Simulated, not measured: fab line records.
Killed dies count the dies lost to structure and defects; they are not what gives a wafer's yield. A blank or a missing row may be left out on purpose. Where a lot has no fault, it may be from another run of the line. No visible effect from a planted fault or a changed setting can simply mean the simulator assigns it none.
fab line records	flow n5Finfet
record: lots: 4	wafers: 12	lastDay: 19
route steps=1938 shown BEOL_M9@1437 BEOL_M10@1470 BEOL_M15@1830 PASSIVATION@1936
lots that met no fault: taken from a fault-free run of the same line
startH: hours from the record's opening day to when the first of the lot's shown wafers began	waitH: hours since the lot's step before	" identical to the entry in the row above	L1.1+2: a single row standing in for several wafers	- no value, or no start was given	* or withheld: withheld	< > ~ a bound
route shown NAME@n: names a module that has steps shown in the file, with the first one's number in the route	usual: mean/standard deviation taken from wafers without a fault	same: alike in all rows	chamber/n: place in a boat	sites: readings site by site	_std_site: standard deviation of those values	_edge_site: mean of outer sites minus mean of inner sites	radiusMm: how far each site lies from the wafer's centre	mask NAME#n: copy n	behind: the most recent tool/chamber to have shaped the wafer	hold: the reason the lot was held/the length of the hold in hours/how it ended	device: the transistor (n, p or np) that didn't switch	end of line: the tests these same wafers got at the end of their route	where a step has no rows: the recipe by itself	killed: dies that structure and defects cost at the first sort, which is not the same as the wafer's yield	map: the dies of a wafer, with x for killed, . for not killed, _ for no die there
set.NAME: setting as actually run; set.NAME@STEP: the setting as run at that earlier step	model.NAME: the simulator's own value behind a step, which no gauge read
lots at some steps of the route; a table a step, a row a wafer
services: from which hour (startH, from the record's first day; less than 0 if before it) a tool's chamber was out of use, for how many hours, and why
== steps ==
step: N5_BEOL_M9_DESCUM_33
recipe: chemistry: O2	timeS: 7	sourcePowerW: 50	biasPowerW: 20	pressureMtorr: 20	rfFrequencyHz: 2.712e+07	tempC: 40	resist: CAR-EUV	o2FlowSccm: 225
step: N5_BEOL_M9_ETCH_76
recipe: chemistry: N2/H2	target: underlayer	targetDepthA: 65	maskMaterial: CAR-EUV	timeS: 5.2	ionEnergyEv: 200	pressureMtorr: 30	sourceW: 840	biasW: 150	n2FlowSccm: 200	h2FlowSccm: 200	ends: cleared
step: N5_BEOL_M9_ETCH_65
recipe: chemistry: CF4	target: SiARC	targetDepthA: 156	maskMaterial: CAR-EUV	timeS: 26	ionEnergyEv: 80	pressureMtorr: 40	sourceW: 545	biasW: 36	Ar_flow_sccm: 100	cf4FlowSccm: 100	ends: cleared
step: N5_BEOL_M9_ETCH_66
recipe: chemistry: N2/H2	target: SOC	targetDepthA: 800	overetchA: 160	maskMaterial: SiARC	tempC: 40	timeS: 120	ionEnergyEv: 200	pressureMtorr: 30	sourceW: 840	biasW: 150	n2FlowSccm: 200	h2FlowSccm: 200
step: N5_BEOL_M9_STRIP_69
recipe: chemistry: N2/H2	tempC: 40	n2FlowSccm: 200	h2FlowSccm: 200	rfFrequencyHz: 6e+07
step: N5_BEOL_M9_STRIP_77
recipe: chemistry: N2/H2	tempC: 40	n2FlowSccm: 200	h2FlowSccm: 200	rfFrequencyHz: 6e+07
step: N5_BEOL_M9_VIA_ETCH_34
recipe: chemistry: C4F6/O2	target: SiCOH_lowk	targetDepthA: 1824	maskMaterial: SOC	taperDeg: 4	timeS: 68.4	ionEnergyEv: 250	pressureMtorr: 30	sourceW: 345	biasW: 185	Ar_flow_sccm: 300	C4F6_flow_sccm: 10	O2_flow_sccm: 10
step: N5_BEOL_M9_STRIP_73
recipe: chemistry: C4F6/O2	resist: SiARC	rfFrequencyHz: 6e+07
step: N5_BEOL_M9_STRIP_36
recipe: chemistry: N2/H2	powerW: 450	tempC: 40	pressureMtorr: 20	rfFrequencyHz: 6e+07	overashFraction: 0.3	biasPowerW: 7	h2Frac: 0.5	n2FlowSccm: 200	h2FlowSccm: 200
step: N5_BEOL_M9_TRENCH_ETCH_37
recipe: chemistry: C4F6/O2	targetDepthA: 1514.3	target: SiCOH_lowk	timeS: 49	ionEnergyEv: 250	pressureMtorr: 30	sourceW: 345	biasW: 185	Ar_flow_sccm: 300	C4F6_flow_sccm: 10	O2_flow_sccm: 10
usual: drypumpMotorCurrentA: 5.7/0.66	oesProductAu: 0.80/0.069	rfVppV: 668/7	showerheadPlenumPTorr: 2.85/0.082	throttleValvePct: 20.92/0.17
lot.wafer	tool	chamber	startH	waitH	drypumpMotorCurrentA	oesProductAu	rfHoursCounterH	rfVppV	showerheadPlenumPTorr	throttleValvePct	model.etch.depthNm	model.BEOL_M9.featureDepthNm	model.TiN_of_BEOL_M9_HM_DEP_02.thkNm
L874.1	rieDiel-06	3	252.62	-	5.1	0.70	225	666	2.70	21.31	148.9	149	16.4
L874.3	"	0	"	"	6.3	0.87	48	666	2.90	20.75	153.7	153.6	16
L874.5	"	1	"	"	4.9	0.72	-	679	2.82	21.00	150	150	16
L882.2	rieDiel-01	3	316.76	-	5.4	0.86	43	663	2.79	20.67	154.6	154.6	15.4
L882.3	"	2	"	"	4.8	0.73	185	668	2.73	21.06	151.5	151.4	15.4
L882.6	"	2	"	"	4.9	0.72	-	669	2.73	21.06	150.5	150.6	15.6
L891.1	rieDiel-06	0	353.12	-	6.2	0.82	83	664	2.88	20.78	152.8	152.8	15.2
L891.3	"	2	"	"	6.6	0.74	63	676	2.89	21.00	124.1	124	16.2
L891.4	"	1	"	"	4.9	0.69	-	677	2.80	21.04	148.4	148.4	15.6
L893.2	rieDiel-06	2	379.50	-	6.6	0.73	72	677	2.88	21.01	122.4	122.4	16.8
L893.5	"	3	"	"	5.1	0.95	-	676	3.02	21.00	153.5	153.6	16
L893.6	"	0	"	"	6.3	0.71	-	666	2.88	20.77	122.6	122.6	16.6
step: N5_BEOL_M9_ETCH_41
recipe: chemistry: CH3F/O2	target: SiCN	targetDepthA: 366	taperDeg: 2	timeS: 70.1	ionEnergyEv: 120	maskMaterial: TiN	pressureMtorr: 30	sourceW: 395	biasW: 75	Ar_flow_sccm: 150	CH3F_flow_sccm: 30	O2_flow_sccm: 20
step: N5_BEOL_M9_STRIP_80
recipe: chemistry: N2/H2	timeS: 10	powerW: 450	tempC: 40	pressureMtorr: 20	rfFrequencyHz: 6e+07	biasPowerW: 7	n2FlowSccm: 200	h2FlowSccm: 200
step: N5_BEOL_M9_OCD_MEAS_38
usual: trenchDepthNm: 151.6/2.1
lot.wafer	tool	chamber	startH	waitH	trenchDepthNm
L874.1	ocd-02	-	252.80	-	149.2
L874.3	"	-	"	"	153.7
L874.5	"	-	"	"	150.0
L882.2	ocd-01	-	316.94	-	154.2
L882.3	"	-	"	"	151.7
L882.6	"	-	"	"	150.4
L891.1	ocd-02	-	353.29	-	153.0
L891.3	"	-	"	"	124.1
L891.4	"	-	"	"	148.4
L893.2	ocd-01	-	379.67	-	122.1
L893.5	"	-	"	"	153.3
L893.6	"	-	"	"	122.7
step: N5_BEOL_M9_HM_STRIP_39
recipe: chemistry: peroxideTinStrip	material: TiN	targetDepthA: 250	tempC: 50	timeS: 158
step: N5_BEOL_M9_SRD_40
recipe: timeS: 30	tempC: 23	rinseLiquid: diw	dry: ipaMarangoni
step: N5_BEOL_M9_PRECLEAN_42
recipe: chemistry: residueRemover	timeS: 60	tempC: 40
step: N5_BEOL_M9_SRD_43
recipe: timeS: 30	tempC: 23	rinseLiquid: diw	dry: ipaMarangoni
step: N5_BEOL_M9_CURE_72
recipe: tempC: 370	timeS: 120	ambient: DMADMS/He	material: SiCOH_lowk
step: N5_BEOL_M9_DEGAS_44
recipe: ambient: vacuum	tempC: 250	timeS: 60
step: N5_BEOL_M9_PRE_CLEAN_45
recipe: gas: H2/He	timeS: 30	tempC: 250
step: N5_BEOL_M9_ALD_74
recipe: material: TaN	targetThkA: 20	tempC: 275	aldPrecursorFamily: PDMAT	aldCoReactant: NH3	pressureTorr: 3	carrierFlowSccm: 1500	pulseTimeS: 2	purgeTimeS: 3	coReactantPurgeTimeS: 2	coReactantPulseTimeS: 3	aldCycles: 40	precursorVesselTempC: 75	precursorVesselPressureTorr: 26.25	precursorVesselCarrierSccm: 1000
step: N5_BEOL_M9_SURFACE_TREAT_79
recipe: gas: Ar	timeS: *	ionEnergyEv: *	ionCurrentMaCm2: 0.5	pressureMtorr: *	arFlowSccm: 30
step: N5_BEOL_M9_CVD_78
recipe: material: Co	targetThkA: 20	tempC: withheld	precursor: CCTBA/H2	pressureTorr: 30	timeS: 138.9
step: N5_BEOL_M9_SPUTTER_48
recipe: material: Cu	targetThkA: 120	tempC: -20	biasV: 60	powerW: 26000	chamberPressurePa: 0.13	timeS: 2
step: N5_BEOL_M9_ECD_50
recipe: material: Cu	targetThkA: 3180
step: N5_BEOL_M9_ANNEAL_51
recipe: tempC: 225	timeS: 90	ambient: N2
step: N5_BEOL_M9_CMP_52
recipe: stopOn: SiCOH_lowk	tOverpolishS: 7	downForcePsi: 1	platenRpm: 50	clearingPlatenDownForcePsi: 1.5	clearingPlatenRpm: 50	postCmpClean: cuAlkaline	targetThkNm: 140	clearingPlatenPadVelocityMS: 0.99484	padVelocityMS: 0.99484
usual: motorCurrentA: 6.1/0.53
lot.wafer	tool	chamber	startH	waitH	motorCurrentA	model.Cu_of_BEOL_M9_ECD_50.thkNm
L874.3	cmp-01	3	254.73	0.2	6.5	142.8
L874.1	"	1	"	"	6.4	137.2
L874.5	"	0	"	"	6.1	139.8
L882.2	cmp-03	0	319.86	0.3	5.7	142.2
L882.3	"	1	"	"	5.4	138.8
L882.6	"	3	"	"	5.5	138.8
L891.4	cmp-01	0	357.70	0.1	5.7	137.8
L891.3	"	1	"	"	6.3	112.4
L891.1	"	3	"	"	6.8	141.8
L893.2	cmp-03	0	382.91	0.2	6.0	110.4
L893.6	"	3	"	"	6.0	110.4
L893.5	"	0	"	"	5.9	141.2
step: N5_BEOL_M9_THK_MEAS_53
recipe: thkMeasGauge: xrf	reads: Cu_of_BEOL_M9_ECD_50
usual: M9_THK: 141.1/2.7
lot.wafer	tool	chamber	startH	waitH	M9_THK[nm]
L874.1	filmMetro-01	-	255.03	-	138.1
L874.3	"	-	"	"	143.5
L874.5	"	-	"	"	140.7
L882.2	filmMetro-02	-	320.08	-	143.9
L882.3	"	-	"	"	140.0
L882.6	"	-	"	"	140.3
L891.1	filmMetro-02	-	357.99	-	143.0
L891.3	"	-	"	"	113.4
L891.4	"	-	"	"	138.4
L893.2	filmMetro-02	-	383.17	-	110.9
L893.5	"	-	"	"	142.8
L893.6	"	-	"	"	111.1
step: N5_BEOL_M9_PRE_CLEAN_55
recipe: gas: NH3	timeS: 15	tempC: withheld	rfPowerW: 300
step: N5_BEOL_M9_DEP_56
recipe: material: SiCN	targetThkA: 150	tempC: withheld	precursor: 3MS/NH3	pressureTorr: 3	rfW: 202	timeS: 26.5
step: N5_BEOL_M9_RS_MEAS_57
recipe: thkMeasGauge: four-point-probe	reads: Cu_of_BEOL_M9_ECD_50+Co_of_BEOL_M9_CVD_78+TaN_of_BEOL_M9_ALD_74
usual: M9_RS: 0.1503/0.0029
lot.wafer	tool	chamber	startH	waitH	M9_RS[ohm/sq]
L874.1	filmMetro-01	-	255.16	0.1	0.1540
L874.3	"	-	"	"	0.1471
L874.5	"	-	"	"	0.1509
L882.2	filmMetro-02	-	320.22	0.1	0.1479
L882.3	"	-	"	"	0.1515
L882.6	"	-	"	"	0.1521
L891.1	filmMetro-02	-	358.13	0.1	0.1486
L891.3	"	-	"	"	0.1923
L891.4	"	-	"	"	0.1535
L893.2	filmMetro-01	-	383.31	0.1	0.1965
L893.5	"	-	"	"	0.1493
L893.6	"	-	"	"	0.1965
step: N5_BEOL_M10_ILD_DEP_00
recipe: material: SiCOH_lowk	targetThkA: 3085.1	tempC: 300	precursor: DEMS/porogen	pressureTorr: 5	rfW: 500	timeS: 58
step: N5_BEOL_M10_CURE_71
recipe: tempC: 385	timeS: 240	ambient: He/Ar	material: SiCOH_lowk
step: N5_BEOL_M10_PECVD_70
recipe: material: SiO2	targetThkA: 200	tempC: 400	precursor: TEOS/O2	pressureTorr: 5.5	rfW: 450	teosFlowSccm: 53.8	gas: O2	flowSccm: 3000	timeS: 22.7
step: N5_BEOL_M10_HM_DEP_02
recipe: material: TiN	targetThkA: 200	tempC: 25	chamberPressurePa: 0.49996
step: N5_BEOL_M10_COAT_59
recipe: resist: SOC	tempC: 250	timeS: 60	spinRpm: 1500	resistThkNm: 100
step: N5_BEOL_M15_RC_MEAS_101
usual: COMB_M10: 1.4e-11/3.3e-12	COMB_M11: 1.43e-11/2.9e-12	COMB_M12: 5.7e-12/1.6e-12	COMB_M13: 4.4e-12/1.2e-12	COMB_M14: 3.1e-12/1.1e-12	COMB_M15: 2e-12/9.8e-13	COMB_M15_max_site: 3.2e-12/1.2e-12	COMB_M5: 3.5e-11/7.2e-12	COMB_M6: 2.4e-11/5.7e-12	COMB_M6_max_site: 3.5e-11/8.5e-12	COMB_M7: 2.5e-11/5.4e-12	COMB_M8: 2.6e-11/5.4e-12	SERP_M10: 3.11/0.064	SERP_M11: 3.08/0.073	SERP_M12: 0.639/0.016	SERP_M13: 0.308/0.0053	SERP_M14: 0.162/0.0031	SERP_M5: 38.9/1.5	SERP_M6: 13.9/0.49	SERP_M7: 13.8/0.43	SERP_M8: 13.9/0.45	SERP_M9: 3.05/0.069	SERP_M9_max_site: 3.15/0.079
lot.wafer	tool	chamber	startH	waitH	COMB_M10[S/m]	COMB_M11[S/m]	COMB_M12[S/m]	COMB_M13[S/m]	COMB_M14[S/m]	COMB_M15[S/m]	COMB_M15_max_site[S/m]	COMB_M5[S/m]	COMB_M6[S/m]	COMB_M6_max_site[S/m]	COMB_M7[S/m]	COMB_M8[S/m]	SERP_M10[ohm/um]	SERP_M11[ohm/um]	SERP_M12[ohm/um]	SERP_M13[ohm/um]	SERP_M14[ohm/um]	SERP_M5[ohm/um]	SERP_M6[ohm/um]	SERP_M7[ohm/um]	SERP_M8[ohm/um]	SERP_M9[ohm/um]	SERP_M9_max_site[ohm/um]
L874.1	prober-02	0	299.63	0.0	2e-11	1.5e-11	6e-12	5.3e-12	4.4e-12	2.8e-12	4e-12	4.4e-11	3.1e-11	4e-11	2.5e-11	3.4e-11	3.09	3.01	0.613	0.303	0.157	37.9	13.7	13.2	13.8	3.11	3.16
L874.3	"	0	"	"	2.3e-11	1.94e-11	6.4e-12	6e-12	3.2e-12	2.7e-12	3.3e-12	3.7e-11	2.9e-11	3.9e-11	1.7e-11	2.5e-11	3.10	3.01	0.626	0.302	0.162	39.1	14.7	14.1	13.8	2.96	3.05
L874.5	"	0	"	"	1.5e-11	1.36e-11	8.3e-12	5.6e-12	3.3e-12	2.2e-12	3.3e-12	3.1e-11	2.5e-11	3.9e-11	2.2e-11	2.8e-11	3.08	3.00	0.618	0.298	0.159	40.0	13.6	14.1	14.1	3.00	3.20
L882.2	prober-02	0	365.51	0.2	1.6e-11	1.76e-11	5.1e-12	3.5e-12	2.4e-12	3.5e-12	4.1e-12	3.2e-11	2.6e-11	3.2e-11	3e-11	3e-11	3.17	3.06	0.615	0.309	0.161	38.7	14.6	14.3	13.6	3.05	3.12
L882.3	"	0	"	"	1.1e-11	2.7e-11	5.8e-12	4.6e-12	2.8e-12	4.1e-12	6.2e-12	5.1e-11	2.7e-11	3.6e-11	3.3e-11	3.2e-11	3.07	3.01	0.636	0.305	0.170	38.7	13.4	13.6	13.6	3.04	3.24
L882.6	"	0	"	"	1.9e-11	1.51e-11	6.6e-12	5.3e-12	3.5e-12	3.7e-12	4.7e-12	3.8e-11	3.4e-11	5.1e-11	2.8e-11	4.3e-11	3.24	3.08	0.641	0.313	0.164	37.8	13.7	14.1	14.0	3.05	3.15
L891.1	prober-02	0	402.70	0.2	1.5e-11	1.23e-11	5.9e-12	4.6e-12	3.5e-12	2.2e-12	2.8e-12	2.2e-11	3.1e-11	3.6e-11	2.6e-11	3.5e-11	3.11	3.13	0.634	0.306	0.164	38.7	13.8	14.4	14.1	2.97	3.02
L891.3	"	0	"	"	1.7e-11	1.06e-11	6.1e-12	5.3e-12	3.4e-12	2.3e-12	3.7e-12	3.8e-11	2.8e-11	3.3e-11	2.6e-11	2.8e-11	3.04	3.18	0.638	0.302	0.156	40.2	13.8	13.5	14.1	3.81	3.99
L891.4	"	0	"	"	1.9e-11	1e-11	5.9e-12	5.3e-12	3e-12	2.7e-12	4.5e-12	3e-11	2.5e-11	3.7e-11	3.8e-11	2.8e-11	3.11	3.13	0.625	0.310	0.160	39.4	13.7	14.3	14.6	3.04	3.21
L893.2	prober-02	0	435.96	0.2	1.2e-11	1.39e-11	7.7e-12	5e-12	3.1e-12	2.7e-12	3.3e-12	4e-11	1.8e-11	2.9e-11	2.8e-11	3.8e-11	3.09	3.05	0.636	0.298	0.162	38.7	14.0	14.2	14.7	4.00	4.08
L893.5	"	0	"	"	1.7e-11	1.39e-11	5.9e-12	4e-12	6.1e-12	1.9e-12	3.1e-12	4.1e-11	2e-11	2.6e-11	2.8e-11	1.9e-11	3.10	3.03	0.650	0.299	0.155	37.9	14.2	13.4	13.2	3.05	3.07
L893.6	"	0	"	"	1.9e-11	1.62e-11	9.9e-12	6.3e-12	3.2e-12	2.3e-12	3e-12	4.8e-11	2.6e-11	3.3e-11	2.6e-11	3.5e-11	3.15	2.99	0.648	0.306	0.161	38.7	13.7	14.1	14.0	3.96	4.19
sites SERP_M9 radiusMm=0,75,75,75,75,140,140,140,140
L874.1 3.11 3.13 3.16 3.11 3.11 3.02 3.04 2.97 3.01
L882.2 3.05 3.12 3.05 3.04 3.06 3.05 2.93 2.96 2.96
L891.1 2.85 2.90 2.95 2.97 2.91 3.02 3.01 3.00 3.00
L893.2 4.08 4.00 4.07 4.04 4.03 3.80 3.97 3.90 3.85
step: N5_PASSIVATION_PROBE_49
usual: defectLimitedYield: 91.5/1.3	killed_at_M0_to_M3: 33/10	killed_at_M4_up: 13/4	killedAtContacts: 12/6.3	killedAtFrontEnd: 39/11	killedAtOther: 3.4/2.6	killedDies: 100/15	killedOpen: 65/11	killedShort: 34/7.8	sort_bin_5_function: 5.0/0.89	sort_bin_6_memory: 3.2/0.58	sort_bin_8_speed: 0/0	sortNPass: 1080/15	sortYieldPct: 91.5/1.3
same: grossDies: 1180	killedAtBackSide: 0	sort_bin_4_leakage[%]: 0
lot.wafer	tool	chamber	startH	waitH	defectLimitedYield[%]	killed_at_M0_to_M3	killed_at_M4_up	killedAtContacts	killedAtFrontEnd	killedAtOther	killedDies	killedOpen	killedShort	sort_bin_5_function[%]	sort_bin_6_memory[%]	sort_bin_8_speed[%]	sortNPass	sortYieldPct[%]
L874.1	prober-01	-	312.83	0.0	93.9	19	11	7	32	3	72	43	28	3.4	2.5	0	1108	93.9
L874.3	prober-01	-	312.93	0.1	91.8	32	21	8	33	3	97	52	36	5.0	2.4	0	1083	91.8
L874.5	prober-01	-	313.03	0.2	92.6	14	17	12	39	5	87	58	24	4.3	2.5	0	1093	92.6
L882.2	prober-02	-	382.09	0.1	91.0	28	9	17	47	5	106	65	41	4.7	3.9	0	1074	91.0
L882.3	prober-02	-	382.14	0.1	93.4	22	10	8	36	2	78	53	25	4.6	1.9	0	1102	93.4
L882.6	prober-02	-	382.29	0.3	87.3	71	15	26	38	0	150	84	65	7.6	4.5	0	1030	87.3
L891.1	prober-01	-	418.76	0.0	91.7	36	23	6	30	3	98	57	39	4.4	3.7	0	1082	91.7
L891.3	prober-01	-	418.86	0.1	89.7	33	18	1	69	0	121	68	48	5.7	4.2	0	1059	89.7
L891.4	prober-01	-	418.91	0.2	91.2	22	24	12	46	0	104	71	33	4.6	3.7	0	1076	91.2
L893.2	prober-02	-	452.44	0.1	91.4	43	15	11	32	1	102	73	26	5.6	2.8	0	1078	91.4
L893.5	prober-02	-	452.59	0.2	89.9	47	18	8	43	3	119	81	37	5.3	4.4	0	1061	89.9
L893.6	prober-02	-	452.64	0.3	90.3	52	17	10	33	2	114	79	33	5.4	3.9	0.08	1066	90.3
killed by level:class
L874.1 GATE_CUT:geometricParticle:short=8 BEOL_M2:geometricParticle:open=6 BEOL_M4:geometricParticle:open=6 STI_FIN_REVEAL:geometricParticle:open=5 MOL_CONTACT_COAG:geometricParticle:open=5 DUMMY_GATE:geometricParticle:open=4 FIN_SAQP:geometricParticle:short=3 FIN_SAQP:geometricParticle:open=3
L874.3 BEOL_M1:geometricParticle:open=10 FIN_SAQP:geometricParticle:short=9 MOL_CONTACT_COAG:geometricParticle:open=7 BEOL_M0_SAQP:geometricParticle:short=7 BEOL_M4:geometricParticle:open=7 BEOL_M5:geometricParticle:open=6 BEOL_M2:geometricParticle:open=5 SDB:coatMicrobubblePrinted=5
L874.5 BEOL_M4:geometricParticle:open=12 FIN_SAQP:geometricParticle:open=10 MOL_CONTACT_COAG:geometricParticle:open=10 FIN_SAQP:geometricParticle:short=6 BEOL_M1:geometricParticle:open=5 STARTING-WAFER:geometricParticle:open=5 HKMG_FIN:areaEtch=4 STI_FIN_REVEAL:geometricParticle:open=3
L882.2 FIN_SAQP:geometricParticle:open=15 MOL_CONTACT_COAG:geometricParticle:open=11 FIN_SAQP:geometricParticle:short=9 BEOL_M3:geometricParticle:open=7 MOL_CONTACT_COAG:geometricParticle:short=6 BEOL_M1:geometricParticle:open=6 BEOL_M0_SAQP:geometricParticle:open=5 BEOL_M0_SAQP:geometricParticle:short=4
L882.3 FIN_SAQP:geometricParticle:short=10 MOL_CONTACT_COAG:geometricParticle:open=8 BEOL_M1:geometricParticle:open=8 FIN_SAQP:geometricParticle:open=7 STI_FIN_REVEAL:geometricParticle:open=6 BEOL_M0_SAQP:geometricParticle:open=4 BEOL_M0_SAQP:geometricParticle:short=4 BEOL_M3:geometricParticle:open=4
L882.6 BEOL_M0_SAQP:geometricParticle:short=20 MOL_CONTACT_COAG:geometricParticle:open=19 FIN_SAQP:geometricParticle:short=12 BEOL_M0_SAQP:geometricParticle:open=11 BEOL_M2:geometricParticle:open=10 BEOL_M3:geometricParticle:open=10 BEOL_M1:geometricParticle:open=10 MOL_CONTACT_COAG:geometricParticle:short=7
L891.1 BEOL_M4:geometricParticle:open=13 BEOL_M0_SAQP:geometricParticle:short=9 BEOL_M2:geometricParticle:open=9 FIN_SAQP:geometricParticle:open=7 DUMMY_GATE:geometricParticle:open=7 BEOL_M1:geometricParticle:open=6 FIN_SAQP:geometricParticle:short=4 BEOL_M4:geometricParticle:short=4
L891.3 FIN_SAQP:geometricParticle:open=20 BEOL_M0_SAQP:geometricParticle:short=13 BEOL_M4:geometricParticle:open=10 GATE_CUT:geometricParticle:short=10 FIN_SAQP:geometricParticle:short=7 ILD0:geometricParticle:open=6 BEOL_M2:geometricParticle:open=6 ILD0:geometricParticle:short=5
L891.4 FIN_SAQP:geometricParticle:open=18 BEOL_M4:geometricParticle:open=15 MOL_CONTACT_COAG:geometricParticle:open=12 GATE_CUT:geometricParticle:short=8 FIN_SAQP:geometricParticle:short=7 DUMMY_GATE:geometricParticle:open=4 BEOL_M2:geometricParticle:open=4 BEOL_M4:geometricParticle:short=4
L893.2 BEOL_M2:geometricParticle:open=11 BEOL_M4:geometricParticle:open=11 MOL_CONTACT_COAG:geometricParticle:open=10 BEOL_M0_SAQP:geometricParticle:open=9 BEOL_M0_SAQP:geometricParticle:short=8 FIN_SAQP:geometricParticle:open=7 BEOL_M1:geometricParticle:open=7 FIN_SAQP:geometricParticle:short=5
L893.5 STI_FIN_REVEAL:geometricParticle:open=18 FIN_SAQP:geometricParticle:open=11 BEOL_M0_SAQP:geometricParticle:short=10 BEOL_M1:geometricParticle:open=9 MOL_CONTACT_COAG:geometricParticle:open=7 BEOL_M0_SAQP:geometricParticle:open=7 BEOL_M0:geometricParticle:open=7 BEOL_M2:geometricParticle:open=5
L893.6 BEOL_M0_SAQP:geometricParticle:open=14 BEOL_M0_SAQP:geometricParticle:short=13 BEOL_M2:geometricParticle:open=12 MOL_CONTACT_COAG:geometricParticle:open=9 BEOL_M4:geometricParticle:open=8 FIN_SAQP:geometricParticle:open=6 STI_FIN_REVEAL:geometricParticle:open=5 BEOL_M3:geometricParticle:open=5
== services ==
tool	chamber	startH	hours	kind
cmp-01	-	232.07	3.1	pm
cmp-01	-	240.79	0.9	repair
rieDiel-01	2	247.70	9.1	repair
rieDiel-01	3	261.33	9.2	repair
cmp-03	-	289.82	0.5	repair
cmp-01	-	298.50	4.0	pm
cmp-01	-	302.50	-	consumableReplace:conditioner
cmp-01	-	302.50	-	consumableReplace:pad
cmp-01	-	304.50	4.9	pm
rieDiel-01	-	326.60	0.4	repair
rieDiel-06	3	333.41	3.6	repair
rieDiel-06	3	337.04	-	clean
rieDiel-06	3	337.04	-	consumableReplace:focusRing
rieDiel-06	3	337.04	-	consumableReplace:showerhead
rieDiel-06	3	337.04	15.9	scheduledDown
rieDiel-06	3	337.04	15.9	ventCycle
rieDiel-01	-	344.99	2.8	pm
rieDiel-06	1	353.26	-	clean
rieDiel-06	1	353.26	-	consumableReplace:focusRing
rieDiel-06	1	353.26	20.5	scheduledDown
rieDiel-06	1	353.26	20.5	ventCycle
rieDiel-01	1	375.05	1.9	repair
== key ==
firstSign: step: N5_BEOL_M9_OCD_MEAS_38	reading: trenchDepthNm	direction: down	sigmas: 13	usual: 151.6	struck: 123.0
effect: step: N5_BEOL_M9_THK_MEAS_53	reading: M9_THK	direction: down	sigmas: 11	usual: 141.1	struck: 111.8
effect: step: N5_BEOL_M9_RS_MEAS_57	reading: M9_RS	direction: up	sigmas: 16	usual: 0.1503	struck: 0.1951
effect: step: N5_BEOL_M15_RC_MEAS_101	reading: SERP_M9	direction: up	sigmas: 13	usual: 3.05	struck: 3.92
modelEffect: step: N5_BEOL_M9_TRENCH_ETCH_37	value: etch.depthNm	without: 152.2	struck: 123
modelEffect: step: N5_BEOL_M9_CMP_52	value: Cu_of_BEOL_M9_ECD_50.thkNm	without: 140.2	struck: 111.1
metAt N5_BEOL_M9_TRENCH_ETCH_37
struckWafers L891.3,L893.2,L893.6
onsetBetween 252.62 353.12
fault: kind: processParameterDrift	tool: rieDiel-06	chamber: -	onsetH: 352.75	steps: N5_BEOL_M9_TRENCH_ETCH_37	channel: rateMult	offset: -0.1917	shape: step	endH: 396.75	scope: struckWafersOnly
